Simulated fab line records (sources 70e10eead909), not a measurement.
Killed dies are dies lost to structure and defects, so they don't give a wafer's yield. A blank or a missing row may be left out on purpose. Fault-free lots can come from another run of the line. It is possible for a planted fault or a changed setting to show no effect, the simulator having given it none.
fab line records | flow nandHarc
[record] lots = 5 wafers = 15 lastDay = 30
route steps=1302 shown A_STAIRCASE@807
lots that met no fault: taken from a fault-free run of the same line
startH: start of the lot's first displayed wafer, in hours after the record's first day | waitH: how many hours have passed since the lot's step before this one | " unchanged from the row above | L1.1+2: several wafers, shown together as one row | - no value present, or no start provided | * or withheld: withheld | < > ~ a bound
route shown NAME@n: a module of which the file shows steps, and the number in the route of the first | usual: mean and standard deviation over wafers with no fault | same: alike in all rows | chamber/n: place in a boat | sites: per-site readings | _std_site: the values' standard deviation | _edge_site: inner sites' mean taken away from outer sites' mean | radiusMm: how far each site lies from the wafer's centre | mask NAME#n: copy n | behind: tool/chamber where the wafer was last shaped | hold: why the lot went on hold/how many hours it stayed there/how the hold came to an end | device: the transistor (n, p or np) that didn't switch | end of line: tests run on the same wafers once the route is complete | a step with no rows: only its recipe | killed: count of dies lost to structure and defects at first sort (not the wafer's yield) | map: dies across one wafer; x = killed, . = not, _ = none there
set.NAME: the setting the step ran with; set.NAME@STEP: the setting that earlier step ran with | model.NAME: the simulator's own value behind a step, which no gauge read
certain route steps with their lots: each step a table, each wafer a row
services: when a tool's chamber went out of use (startH, in hours from the record's first day, below 0 if earlier), for how many hours, and the reason
[[steps]]
[step NHARC_A_STAIRCASE_DESCUM_291]
[recipe] timeS = 3 o2FlowSccm = 200 arFlowSccm = 0 biasPowerW = 0 chemistry = O2
[usual] drypumpMotorCurrentA = 5.6/0.5 oesProductAu = 1.000/0.0087 rfVppV = 57.8/0.88 showerheadPlenumPTorr = 1.92/0.067 throttleValvePct = 11.312/0.0093
// columns lot.wafer tool chamber startH waitH drypumpMotorCurrentA oesProductAu rfHoursCounterH rfVppV showerheadPlenumPTorr throttleValvePct
L346.3 rieDiel-03 3 390.66 - 5.9 1.014 29 57.4 2.00 11.320
L346.4 " 0 " " 6.0 1.017 33 56.6 1.80 11.324
L346.6 " 2 " " 5.4 1.008 - 57.8 2.00 11.313
L353.2 rieDiel-10 0 447.56 - 5.4 0.995 7 57.8 1.92 11.311
L353.4 " 2 " " 6.1 0.978 8 56.4 2.04 11.301
L353.6 " 1 " " 6.4 0.988 - 56.6 1.91 11.328
L355.3 rieDiel-10 2 474.29 - 6.1 0.987 19 59.2 2.03 11.296
L355.6 " 3 " " 4.7 0.997 - 58.3 1.89 11.318
L355.5 " 0 " " 5.4 1.009 - 57.5 1.92 11.321
L356.3 rieDiel-09 2 481.73 - 5.2 1.010 49 57.3 1.85 11.311
L356.2 " 3 " " 5.6 1.000 46 57.8 1.95 11.324
L356.5 " 1 " " 6.0 0.987 - 57.4 1.98 11.315
L361.3 rieDiel-03 1 531.49 - 5.7 1.000 16 57.4 1.81 11.325
L361.1 " 2 " " 5.4 0.998 18 58.4 1.99 11.316
L361.6 " 3 " " 5.9 1.009 - 57.0 1.98 11.317
[step NHARC_A_STAIRCASE_ETCH_292]
[recipe] cf4FlowSccm = 100 chf3FlowSccm = 30 arFlowSccm = 0 rfW = 500 biasW = 200 chemistry = CF4/CHF3
[usual] biasW = 200.1/0.56 drypumpMotorCurrentA = 5.6/0.5 oesProductAu = 0.930/0.017 rfVppV = 370.7/1.9 showerheadPlenumPTorr = 1.58/0.052 throttleValvePct = 16.801/0.0085
// columns lot.wafer tool chamber startH waitH biasW drypumpMotorCurrentA oesProductAu rfHoursCounterH rfVppV showerheadPlenumPTorr throttleValvePct
L346.3 rieDiel-03 2 390.75 0.1 199.8 5.4 0.925 24 373.1 1.64 16.792
L346.4 " 3 " " 200.3 5.9 0.938 29 369.4 1.64 16.787
L346.6 " 0 " " 200.5 5.9 0.920 - 368.2 1.49 16.796
L353.2 rieDiel-10 0 447.65 0.1 200.0 5.4 0.918 7 370.7 1.58 16.810
L353.4 " 1 " " 200.2 6.4 0.926 7 372.6 1.57 16.803
L353.6 " 0 " " 199.2 5.4 0.926 - 371.3 1.58 16.807
L355.3 rieDiel-10 2 474.37 0.1 199.3 6.0 0.969 19 374.6 1.67 16.805
L355.5 " 0 " " 200.3 5.4 0.962 - 370.6 1.58 16.783
L355.6 " 1 " " 200.9 6.5 0.984 - 371.3 1.57 16.795
L356.2 rieDiel-09 1 481.86 0.1 199.8 6.0 0.917 48 371.8 1.63 16.805
L356.3 " 0 " " 199.2 5.2 0.940 45 370.2 1.54 16.803
L356.5 " 1 " " 199.9 6.0 0.918 - 371.9 1.63 16.801
L361.3 rieDiel-03 1 531.61 0.1 199.1 5.7 0.919 16 368.7 1.50 16.787
L361.1 " 2 " " 199.7 5.4 0.940 18 373.4 1.63 16.795
L361.6 " 2 " " 200.1 5.4 0.922 - 372.1 1.63 16.812
[step NHARC_A_STAIRCASE_HM_OPEN_460]
[recipe] o2FlowSccm = 400 cosFlowSccm = 20 arFlowSccm = 0 rfW = 500 biasW = 300 chemistry = O2/COS
[usual] biasW = 300.0/1 drypumpMotorCurrentA = 5.7/0.5 oesProductAu = 0.998/0.0086 rfVppV = 467.3/2.3 showerheadPlenumPTorr = 3.13/0.11 throttleValvePct = 28.329/0.0095
// columns lot.wafer tool chamber startH waitH biasW drypumpMotorCurrentA oesProductAu rfHoursCounterH rfVppV showerheadPlenumPTorr throttleValvePct
L346.3 rieDiel-03 2 - - 300.6 5.4 0.981 24 470.5 3.26 28.333
L346.4 " 3 " " 299.2 5.9 1.003 29 470.7 3.25 28.333
L346.6 " 1 " " 300.0 5.7 0.998 - 464.1 2.99 28.325
L353.2 rieDiel-10 0 - - 300.1 5.4 0.990 7 467.0 3.14 28.333
L353.4 " 3 " " 300.7 4.7 1.006 8 466.9 3.10 28.327
L353.6 " 1 " " 299.3 6.4 1.001 - 467.8 3.12 28.335
L355.3 rieDiel-10 0 - - 299.8 5.5 1.009 18 469.3 3.13 28.320
L355.6 " 1 " " 299.5 6.4 1.003 - 468.0 3.11 28.343
L355.5 " 2 " " 299.7 6.1 0.994 - 472.0 3.30 28.332
L356.3 rieDiel-09 2 - - 299.2 5.2 1.014 49 465.2 3.02 28.328
L356.2 " 0 " " 301.0 5.2 1.027 45 466.2 3.06 28.307
L356.5 " 2 " " 300.8 5.2 1.018 - 462.7 3.02 28.344
L361.3 rieDiel-03 1 - - 298.8 5.7 0.989 16 464.5 2.97 28.325
L361.1 " 3 " " 300.3 5.9 1.006 18 470.3 3.23 28.334
L361.6 " 1 " " 300.1 5.7 0.988 - 464.6 2.97 28.329
[step NHARC_A_STAIRCASE_STRIP_461]
[recipe] o2FlowSccm = 400 cosFlowSccm = 20 arFlowSccm = 0 biasW = 0 chemistry = O2/COS
[step NHARC_A_STAIRCASE_ETCH_452]
[recipe] targetDepthA = 300 overetchA = 30 timeS = 16.5 ionEnergyEv = 100 cf4FlowSccm = 80 o2FlowSccm = 20 arFlowSccm = 0 rfW = 300 biasW = 100 chemistry = CF4/O2
[step NHARC_A_STAIRCASE_ETCH_294]
[recipe] targetDepthA = 49890 timeS = 1211.6 ionEnergyEv = 800 c4f8FlowSccm = 80 o2FlowSccm = 60 arFlowSccm = withheld rfW = 600 biasW = 3000 chemistry = C4F8/O2/Ar
[usual] biasW = 3000/10 oesProductAu = 0.932/0.0099 rfVppV = 1827/8.4
// columns lot.wafer tool chamber startH waitH biasW oesProductAu rfHoursCounterH rfVppV
L346.3 rieDiel-03 1 - - 3006 0.932 30 1815
L346.4 " 2 " " 3007 0.937 24 1837
L346.6 " 1 " " 3008 0.936 - 1815
L353.4 rieDiel-10 3 - - 2996 0.930 8 1825
L353.2 " 0 " " 3000 0.932 7 1830
L353.6 " 3 " " 3004 0.928 - 1825
L355.3 rieDiel-10 3 - - 3002 0.946 18 1824
L355.6 " 0 " " 2982 0.952 - 1828
L355.5 " 1 " " 2999 0.940 - 1825
L356.3 rieDiel-09 3 - - 2996 0.936 46 1832
L356.2 " 1 " " 3002 0.932 49 1835
L356.5 " 2 " " 2984 0.931 - 1820
L361.1 rieDiel-03 2 - - 3009 0.922 18 1836
L361.3 " 3 " " 2981 0.933 18 1835
L361.6 " 1 " " 2996 0.927 - 1814
[step NHARC_A_STAIRCASE_STRIP_295]
[recipe] o2FlowSccm = 500 arFlowSccm = 0 biasW = 0 chemistry = O2
[step NHARC_A_STAIRCASE_STRIP_296]
[recipe] timeS = 900 tempC = 130 chemistry = SPM
[step NHARC_A_STAIRCASE_PRECLEAN_297]
[recipe] timeS = * tempC = 50 bathAgeMin = 0 chemistry = SC1
[step NHARC_A_STAIRCASE_SRD_298]
[step NHARC_A_STAIRCASE_HM_DEP_462]
[recipe] targetThkA = 8000 tempC = 400 material = aC
[usual] throttleValvePct = 35.001/0.0091
// columns lot.wafer tool chamber startH waitH throttleValvePct
L346.3 aclDep-01 0 393.54 0.7 35.010
L346.4 " 0 " " 34.997
L346.6 " 0 " " 34.984
L353.2 aclDep-02 0 450.12 0.4 34.992
L353.4 " 0 " " 34.999
L353.6 " 0 " " 34.986
L355.3 aclDep-02 0 482.50 6.1 34.992
L355.5 " 0 " " 35.011
L355.6 " 0 " " 34.992
L356.2 aclDep-01 0 489.78 5.8 35.014
L356.3 " 0 " " 34.992
L356.5 " 0 " " 34.995
L361.1 aclDep-02 0 533.77 0.1 35.007
L361.3 " 0 " " 34.995
L361.6 " 0 " " 34.989
[step NHARC_A_STAIRCASE_DEP_301]
[recipe] targetThkA = 300 targetThkNm = 30 tempC = 400 pressureTorr = 3.5 flowSccm = 200 rfW = 350 material = SiON
[usual] heaterPowerW = 751/95 rfFwdPowerW = 348.9/1.2 showerheadVppV = 1129/28
// columns lot.wafer tool chamber startH waitH heaterPowerW rfFwdPowerW showerheadVppV
L346.3 pecvd-01 1 394.87 1.0 960 347.7 1175
L346.6 " 2 " " 605 349.7 1118
L346.4 " 1 " " 963 349.0 1156
L353.2 pecvd-03 1 451.74 1.3 664 347.4 1150
L353.4 " 2 " " 695 347.1 1130
L353.6 " 1 " " 685 348.2 1139
L355.3 pecvd-02 1 483.79 1.0 809 350.2 1108
L355.6 " 0 " " 717 347.4 1162
L355.5 " 1 " " 825 352.0 1115
L356.3 pecvd-01 2 491.36 1.0 690 349.2 1071
L356.2 " 0 " " 814 347.9 1145
L356.5 " 0 " " 808 347.1 1155
L361.1 pecvd-02 2 535.66 1.6 790 488.1 1346
L361.3 " 0 " " 712 349.1 1153
L361.6 " 2 " " 815 487.9 1336
[step NHARC_A_STAIRCASE_DEHYDRATE_302]
[recipe] tempC = 150 timeS = 120
[[services]]
// columns tool chamber startH hours kind
rieDiel-10 1 369.32 8.0 repair
rieDiel-03 2 369.93 12.0 repair
rieDiel-03 3 370.39 2.1 repair
pecvd-02 - 372.54 2.8 repair
aclDep-01 - 373.02 13.0 pm
rieDiel-10 0 374.99 - clean
pecvd-03 2 377.65 6.6 repair
rieDiel-10 1 378.72 2.8 repair
rieDiel-09 - 387.69 0.7 repair
rieDiel-03 - 395.41 1.0 repair
pecvd-01 1 397.00 4.0 repair
rieDiel-03 1 403.32 2.8 repair
pecvd-01 - 406.79 8.3 repair
rieDiel-03 3 408.20 4.4 repair
pecvd-02 - 408.55 13.0 pm
rieDiel-10 - 419.57 9.0 pm
aclDep-02 - 424.80 13.0 pm
rieDiel-09 0 431.92 13.8 repair
rieDiel-03 - 459.60 9.0 pm
pecvd-03 - 491.51 10.3 repair
pecvd-01 - 492.27 13.0 pm
rieDiel-09 - 502.82 9.0 pm
rieDiel-10 1 506.13 3.3 repair
rieDiel-09 - 533.00 1.8 repair
[[key]]
[firstSign] step = NHARC_A_STAIRCASE_DEP_301 reading = rfFwdPowerW direction = up sigmas = 99+ usual = * struck = *
[effect] step = NHARC_A_STAIRCASE_DEP_301 reading = showerheadVppV direction = up sigmas = 7.5 usual = 1129 struck = 1341
metAt NHARC_A_STAIRCASE_DEP_301
struckWafers L361.1,L361.6
laterRowsLeftOut L361.1,L361.6
sortLeftOut L361.1,L361.6
testerLeftOut L361
[fault] kind = processParameterDrift tool = pecvd-02 chamber = 2 onsetH = 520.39 steps = NHARC_A_STAIRCASE_DEP_301 channel = rfW offset = * shape = step endH = 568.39 actsIn = * stated = *
// testerLeftOut: of these lots the tester's yield and bins aren't shown, on N5 and GAA mostly nor the transistor test; their killed dies are dies lost to structure and defects alone, not to doping, threshold or leakage, so they don't give the yield
// sortLeftOut: the simulated sort isn't trusted on such a fault, so these wafers' sort isn't shown, and their yield isn't known
// laterRowsLeftOut: the simulator's readings of these wafers behind a module that went badly wrong aren't trusted and aren't shown, but for the sort
